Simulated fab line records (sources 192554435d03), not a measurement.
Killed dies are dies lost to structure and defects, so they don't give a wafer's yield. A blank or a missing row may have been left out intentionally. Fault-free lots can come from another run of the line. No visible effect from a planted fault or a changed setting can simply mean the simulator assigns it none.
Which tool was responsible? | flow n5Finfet | 14 lots with 42 wafers sampled at 2 steps, on a route of 1938 steps

== WHAT EACH GAUGE READ, for each wafer ==
N5_BEOL_M8_INSPECT_13: inspects for defects (brightfield). Usual: rawDefectCount 420, standard deviation 94.
lot  | measured     | on               | rawDefectCount | flag
L827 | day 9 07:22  | defectInspect-01 | 339 356 367    | 
L828 | day 9 07:46  | defectInspect-02 | 442 341 519    | 
L830 | day 9 10:05  | defectInspect-01 | 412 480 348    | 
L829 | day 9 18:47  | defectInspect-02 | 507 555 411    | 
L834 | day 10 21:22 | defectInspect-01 | 329 355 345    | 
L836 | day 11 03:10 | defectInspect-02 | 329 291 470    | 
L837 | day 11 11:58 | defectInspect-02 | 327 347 392    | 
L838 | day 11 23:55 | defectInspect-02 | 356 259 370    | 
L844 | day 13 06:16 | defectInspect-02 | 433 474 471    | 
L845 | day 13 18:02 | defectInspect-02 | 393 345 540    | 
L846 | day 14 01:13 | defectInspect-01 | 603 482 338    | 
L847 | day 14 07:08 | defectInspect-02 | 359 380 269    | 
L848 | day 14 09:29 | defectInspect-01 | 314 421 327    | 
L850 | day 15 00:52 | defectInspect-02 | 435 455 355    | 

== WHAT TOOL EACH LOT RAN ON (gives the tool, then ch and the chambers of the sampled wafers, and finally the start) ==
lot  | N5_BEOL_M8_CURE_74
L827 | uvCure-01 ch 0, day 9 06:25
L828 | uvCure-02 ch 0, day 9 06:46
L830 | uvCure-02 ch 2, day 9 08:08
L829 | uvCure-03 ch 0, day 9 14:29
L834 | uvCure-03 ch 2, day 10 19:10
L836 | uvCure-03 ch 0, day 11 00:32
L837 | uvCure-01 ch 2, day 11 09:43
L838 | uvCure-01 ch 1, day 11 21:55
L844 | uvCure-02 ch 1, day 13 04:58
L845 | uvCure-03 ch 0, day 13 16:16
L846 | uvCure-02 ch 0, day 13 23:15
L847 | uvCure-03 ch 1, day 14 05:21
L848 | uvCure-01 ch 2, day 14 08:05
L850 | uvCure-02 ch 1, day 14 22:59
- N5_BEOL_M8_CURE_74: cures SiCOH lowk, time 240 s.

== AS READ BY THE TOOLS THEMSELVES (means over the sampled wafers that have a number; for cases with no such wafer, the mark the record gives instead) ==
N5_BEOL_M8_CURE_74. Usual: lampPowerPct 52.31 %, standard deviation 0.054; wafer_temp_C_max 386.8, standard deviation 0.53.
lot  | tool      | lampPowerPct (%) | wafer_temp_C_max | flag
L827 | uvCure-01 | 52.33            | 386.7            | 
L828 | uvCure-02 | 52.29            | 386.5            | 
L830 | uvCure-02 | 52.30            | 387.0            | 
L829 | uvCure-03 | 52.29            | 387.0            | 
L834 | uvCure-03 | 52.33            | 386.3            | 
L836 | uvCure-03 | 52.23            | 386.6            | 
L837 | uvCure-01 | 52.30            | 386.7            | 
L838 | uvCure-01 | 52.34            | 387.0            | 
L844 | uvCure-02 | 52.35            | 387.3            | 
L845 | uvCure-03 | 52.33            | 386.9            | 
L846 | uvCure-02 | 52.33            | 386.7            | 
L847 | uvCure-03 | 52.35            | 385.9            | 
L848 | uvCure-01 | 52.27            | 386.9            | 
L850 | uvCure-02 | 52.33            | 387.3            | 

== THE ANSWER, worked out from the rows above alone ==
Rule: a lot counts as off when the mean over its wafers that have a number is more than 3 standard deviations away from the usual mean. A lot without any number at a reading at which 4 lots or more have one is off too. Where the step has rows for the other lots, those lots are counted as sound. First the gauges in route order, then the tools' own readings, where a lot's mean is used as printed above. The first step at which some lot is off is used, and at that step the reading that is off furthest; a lot without a number counts as furthest.
No lot is off on any of the readings shown, so nothing can be concluded from this.

== WHAT THE SIMULATOR PUT IN ==
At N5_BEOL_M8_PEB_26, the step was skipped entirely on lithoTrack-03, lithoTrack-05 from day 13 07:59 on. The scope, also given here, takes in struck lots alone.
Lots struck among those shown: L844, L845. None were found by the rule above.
